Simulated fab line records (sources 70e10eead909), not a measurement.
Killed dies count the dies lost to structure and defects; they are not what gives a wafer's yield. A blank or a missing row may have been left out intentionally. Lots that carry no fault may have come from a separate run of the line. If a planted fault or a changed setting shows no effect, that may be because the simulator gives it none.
Which tool was responsible? / flow nand_harc / 39 wafers from 13 lots sampled at 5 of the route's 1302 steps

## WHAT THE GAUGES READ, wafer by wafer
NHARC_END_SORT_01. Usual: killed_at_array 56, standard deviation 19; killed_at_other 0.8, standard deviation 1.1; killed_at_periphery 3.4, standard deviation 2.5; killed_dies 60, standard deviation 19; killed_open 2.9, standard deviation 1.7; killed_short 2.4, standard deviation 1.6.
lot=L112; measured=day 29 09:18; on=prober-02; killed_at_array=137 50 59; killed_at_other=0 0 0; killed_at_periphery=2 4 6; killed_dies=139 54 65; killed_open=2 2 3; killed_short=0 0 3; flag=
lot=L113; measured=day 30 13:02; on=prober-01; killed_at_array=42 114 40; killed_at_other=0 1 0; killed_at_periphery=1 3 1; killed_dies=43 118 41; killed_open=2 5 1; killed_short=2 1 2; flag=

## TOOL THAT RAN EACH LOT (tool first, then ch and the chambers of the sampled wafers, then the start)
lot=L103; NHARC_A_STAIRCASE_PRECLEAN_240=wet_bench-06 ch 3,6,7, day 17 02:06; NHARC_THIN_TSV_ETCH_15=rie_si-06 ch 0,2,3, day 24 14:37; NHARC_THIN_TSV_ETCHBACK_48=rie_diel-10 ch 0,1,3, day 24 16:01; NHARC_THIN_TSV_PVD_51=pvd_sputter-01, no start
lot=L102; NHARC_A_STAIRCASE_PRECLEAN_240=wet_bench-02 ch 0,4,7, day 17 02:22; NHARC_THIN_TSV_ETCH_15=rie_si-03 ch 1,3, day 24 15:57; NHARC_THIN_TSV_ETCHBACK_48=rie_diel-07 ch 0,1, day 24 17:21; NHARC_THIN_TSV_PVD_51=pvd_sputter-03, no start
lot=L104; NHARC_A_STAIRCASE_PRECLEAN_240=wet_bench-02 ch 0,2,7, day 18 03:43; NHARC_THIN_TSV_ETCH_15=rie_si-06 ch 1,2,3, day 25 08:07; NHARC_THIN_TSV_ETCHBACK_48=rie_diel-07 ch 0,1, day 25 09:32; NHARC_THIN_TSV_PVD_51=pvd_sputter-03, no start
lot=L106; NHARC_A_STAIRCASE_PRECLEAN_240=wet_bench-06 ch 0,1,2, day 18 23:07; NHARC_THIN_TSV_ETCH_15=rie_si-03 ch 0,2,3, day 26 19:53; NHARC_THIN_TSV_ETCHBACK_48=rie_diel-07 ch 0,2,3, day 26 21:19; NHARC_THIN_TSV_PVD_51=pvd_sputter-01, no start
lot=L112; NHARC_A_STAIRCASE_PRECLEAN_240=wet_bench-02 ch 0,1,6, day 21 01:56; NHARC_THIN_TSV_ETCH_15=rie_si-04 ch 0,1,3, day 28 14:37; NHARC_THIN_TSV_ETCHBACK_48=rie_diel-11 ch 1,2,3, day 28 16:05; NHARC_THIN_TSV_PVD_51=pvd_sputter-03, day 29 09:18 or earlier
lot=L113; NHARC_A_STAIRCASE_PRECLEAN_240=wet_bench-02 ch 4,5,6, day 22 07:29; NHARC_THIN_TSV_ETCH_15=rie_si-06 ch 1,2, day 30 00:04; NHARC_THIN_TSV_ETCHBACK_48=rie_diel-07 ch 0,3, day 30 01:28; NHARC_THIN_TSV_PVD_51=pvd_sputter-03, day 30 13:02 or earlier
lot=L115; NHARC_A_STAIRCASE_PRECLEAN_240=wet_bench-01 ch 0,3,6, day 22 12:13; NHARC_THIN_TSV_ETCH_15=rie_si-03 ch 2,3, day 30 01:07; NHARC_THIN_TSV_ETCHBACK_48=rie_diel-07 ch 0,1,2, day 30 02:36; NHARC_THIN_TSV_PVD_51=pvd_sputter-03, no start
lot=L116; NHARC_A_STAIRCASE_PRECLEAN_240=wet_bench-06 ch 1,4,5, day 22 20:43; NHARC_THIN_TSV_ETCH_15=rie_si-04 ch 0,1, day 30 20:37; NHARC_THIN_TSV_ETCHBACK_48=rie_diel-11 ch 0,3, day 30 22:02; NHARC_THIN_TSV_PVD_51=pvd_sputter-01, no start
lot=L118; NHARC_A_STAIRCASE_PRECLEAN_240=wet_bench-01 ch 0,1,6, day 23 17:59; NHARC_THIN_TSV_ETCH_15=rie_si-04 ch 0,2,3, day 31 02:37; NHARC_THIN_TSV_ETCHBACK_48=rie_diel-10 ch 0,2,3, day 31 04:01; NHARC_THIN_TSV_PVD_51=pvd_sputter-03, no start
lot=L120; NHARC_A_STAIRCASE_PRECLEAN_240=wet_bench-01 ch 1,4,7, day 24 11:32; NHARC_THIN_TSV_ETCH_15=rie_si-03 ch 0,2, day 32 03:24; NHARC_THIN_TSV_ETCHBACK_48=rie_diel-11 ch 1,3, day 32 04:50; NHARC_THIN_TSV_PVD_51=pvd_sputter-03, no start
lot=L121; NHARC_A_STAIRCASE_PRECLEAN_240=wet_bench-06 ch 1,2,7, day 25 06:26; NHARC_THIN_TSV_ETCH_15=rie_si-03 ch 0,3, day 32 20:55; NHARC_THIN_TSV_ETCHBACK_48=rie_diel-11 ch 2,3, day 32 22:23; NHARC_THIN_TSV_PVD_51=pvd_sputter-03, no start
lot=L122; NHARC_A_STAIRCASE_PRECLEAN_240=wet_bench-06 ch 1,5,7, day 25 15:29; NHARC_THIN_TSV_ETCH_15=rie_si-03 ch 0,2,3, day 33 08:38; NHARC_THIN_TSV_ETCHBACK_48=rie_diel-07 ch 0,1,2, day 33 10:02; NHARC_THIN_TSV_PVD_51=pvd_sputter-03, no start
lot=L123; NHARC_A_STAIRCASE_PRECLEAN_240=wet_bench-02 ch 1,5,6, day 25 16:12; NHARC_THIN_TSV_ETCH_15=rie_si-03 ch 0,2,3, day 34 00:16; NHARC_THIN_TSV_ETCHBACK_48=rie_diel-07 ch 2,3, day 34 01:41; NHARC_THIN_TSV_PVD_51=pvd_sputter-03, no start
- NHARC_A_STAIRCASE_PRECLEAN_240: cleans in SC1.
- NHARC_THIN_TSV_ETCH_15: target depth 3000 nm, bosch target overetch cycles 2, bosch etch step 2.8 s.
- NHARC_THIN_TSV_ETCHBACK_48: etches the open film in C4F8/Ar, target depth 1028.5 nm, time 405.17 s.
- NHARC_THIN_TSV_PVD_51: deposits Cu, target thk 100 nm.

## AS READ BY THE TOOLS THEMSELVES (means over the sampled wafers that have a number; for cases with no such wafer, the mark the record gives instead)
NHARC_A_STAIRCASE_PRECLEAN_240. Usual: h2o2_flow_mL_min reads 56.60 (standard deviation 0.18).
lot=L103 tool=wet_bench-06 h2o2_flow_mL_min=56.64 flag=
lot=L102 tool=wet_bench-02 h2o2_flow_mL_min=56.60 flag=
lot=L104 tool=wet_bench-02 h2o2_flow_mL_min=56.62 flag=
lot=L106 tool=wet_bench-06 h2o2_flow_mL_min=56.49 flag=
lot=L112 tool=wet_bench-02 h2o2_flow_mL_min=56.54 flag=
lot=L113 tool=wet_bench-02 h2o2_flow_mL_min=56.65 flag=
lot=L115 tool=wet_bench-01 h2o2_flow_mL_min=56.62 flag=
lot=L116 tool=wet_bench-06 h2o2_flow_mL_min=56.59 flag=
lot=L118 tool=wet_bench-01 h2o2_flow_mL_min=56.72 flag=
lot=L120 tool=wet_bench-01 h2o2_flow_mL_min=56.34 flag=
lot=L121 tool=wet_bench-06 h2o2_flow_mL_min=56.67 flag=
lot=L122 tool=wet_bench-06 h2o2_flow_mL_min=56.73 flag=
lot=L123 tool=wet_bench-02 h2o2_flow_mL_min=56.62 flag=

NHARC_THIN_TSV_ETCH_15. Usual: drypump_motor_current_A reads 5.8 A (standard deviation 0.4).
lot=L103; tool=rie_si-06; drypump_motor_current_A (A)=5.8; flag=
lot=L102; tool=rie_si-03; drypump_motor_current_A (A)=5.8; flag=
lot=L104; tool=rie_si-06; drypump_motor_current_A (A)=5.9; flag=
lot=L106; tool=rie_si-03; drypump_motor_current_A (A)=5.8; flag=
lot=L112; tool=rie_si-04; drypump_motor_current_A (A)=5.3; flag=
lot=L113; tool=rie_si-06; drypump_motor_current_A (A)=6.0; flag=
lot=L115; tool=rie_si-03; drypump_motor_current_A (A)=5.6; flag=
lot=L116; tool=rie_si-04; drypump_motor_current_A (A)=5.1; flag=
lot=L118; tool=rie_si-04; drypump_motor_current_A (A)=5.6; flag=
lot=L120; tool=rie_si-03; drypump_motor_current_A (A)=5.7; flag=
lot=L121; tool=rie_si-03; drypump_motor_current_A (A)=6.0; flag=
lot=L122; tool=rie_si-03; drypump_motor_current_A (A)=5.8; flag=
lot=L123; tool=rie_si-03; drypump_motor_current_A (A)=5.8; flag=

NHARC_THIN_TSV_ETCHBACK_48. Usual: oes_product_au 0.94 a.u., standard deviation 0.031; rf_fwd_power_W 599.2 W, standard deviation 1.7; rf_vpp_V 545.2 V, standard deviation 2.7.
lot=L103; tool=rie_diel-10; oes_product_au (a.u.)=0.92; rf_fwd_power_W (W)=599.7; rf_vpp_V (V)=545.0; flag=
lot=L102; tool=rie_diel-07; oes_product_au (a.u.)=0.96; rf_fwd_power_W (W)=600.5; rf_vpp_V (V)=543.0; flag=
lot=L104; tool=rie_diel-07; oes_product_au (a.u.)=0.97; rf_fwd_power_W (W)=599.9; rf_vpp_V (V)=543.7; flag=
lot=L106; tool=rie_diel-07; oes_product_au (a.u.)=0.93; rf_fwd_power_W (W)=599.9; rf_vpp_V (V)=545.2; flag=
lot=L112; tool=rie_diel-11; oes_product_au (a.u.)=0.95; rf_fwd_power_W (W)=599.7; rf_vpp_V (V)=547.1; flag=
lot=L113; tool=rie_diel-07; oes_product_au (a.u.)=0.97; rf_fwd_power_W (W)=600.8; rf_vpp_V (V)=543.9; flag=
lot=L115; tool=rie_diel-07; oes_product_au (a.u.)=1.00; rf_fwd_power_W (W)=599.6; rf_vpp_V (V)=545.9; flag=
lot=L116; tool=rie_diel-11; oes_product_au (a.u.)=0.92; rf_fwd_power_W (W)=597.4; rf_vpp_V (V)=545.1; flag=
lot=L118; tool=rie_diel-10; oes_product_au (a.u.)=0.92; rf_fwd_power_W (W)=599.4; rf_vpp_V (V)=546.5; flag=
lot=L120; tool=rie_diel-11; oes_product_au (a.u.)=0.93; rf_fwd_power_W (W)=600.2; rf_vpp_V (V)=548.0; flag=
lot=L121; tool=rie_diel-11; oes_product_au (a.u.)=0.94; rf_fwd_power_W (W)=600.3; rf_vpp_V (V)=546.1; flag=
lot=L122; tool=rie_diel-07; oes_product_au (a.u.)=0.94; rf_fwd_power_W (W)=598.9; rf_vpp_V (V)=545.5; flag=
lot=L123; tool=rie_diel-07; oes_product_au (a.u.)=0.94; rf_fwd_power_W (W)=598.3; rf_vpp_V (V)=544.2; flag=

NHARC_THIN_TSV_PVD_51. Usual: throttle_valve_pct reads 30.0 % (standard deviation 1.1).
lot=L103; tool=pvd_sputter-01; throttle_valve_pct (%)=30.5; flag=
lot=L102; tool=pvd_sputter-03; throttle_valve_pct (%)=29.9; flag=
lot=L104; tool=pvd_sputter-03; throttle_valve_pct (%)=29.7; flag=
lot=L106; tool=pvd_sputter-01; throttle_valve_pct (%)=30.5; flag=
lot=L112; tool=pvd_sputter-03; throttle_valve_pct (%)=29.3; flag=
lot=L113; tool=pvd_sputter-03; throttle_valve_pct (%)=29.6; flag=
lot=L115; tool=pvd_sputter-03; throttle_valve_pct (%)=29.6; flag=
lot=L116; tool=pvd_sputter-01; throttle_valve_pct (%)=30.9; flag=
lot=L118; tool=pvd_sputter-03; throttle_valve_pct (%)=29.4; flag=
lot=L120; tool=pvd_sputter-03; throttle_valve_pct (%)=29.2; flag=
lot=L121; tool=pvd_sputter-03; throttle_valve_pct (%)=29.3; flag=
lot=L122; tool=pvd_sputter-03; throttle_valve_pct (%)=29.2; flag=
lot=L123; tool=pvd_sputter-03; throttle_valve_pct (%)=29.2; flag=

## THE ANSWER, worked out from the rows above alone
Rule: lot off if the mean of its wafers having a number is beyond 3 standard deviations from the usual mean. Also off: a lot with no number at a reading for which 4 or more lots have one. All remaining lots with rows at the step are treated as sound. Order of review: gauges by route order, followed by the tools' own readings, for which a lot's mean as printed above is used. At the first step where some lot is off, the reading lying furthest off is the one used; lots without a number count as furthest.
Across all readings shown, no lot is off: no conclusion can be drawn from this.

## WHAT WAS PUT IN BY THE SIMULATOR
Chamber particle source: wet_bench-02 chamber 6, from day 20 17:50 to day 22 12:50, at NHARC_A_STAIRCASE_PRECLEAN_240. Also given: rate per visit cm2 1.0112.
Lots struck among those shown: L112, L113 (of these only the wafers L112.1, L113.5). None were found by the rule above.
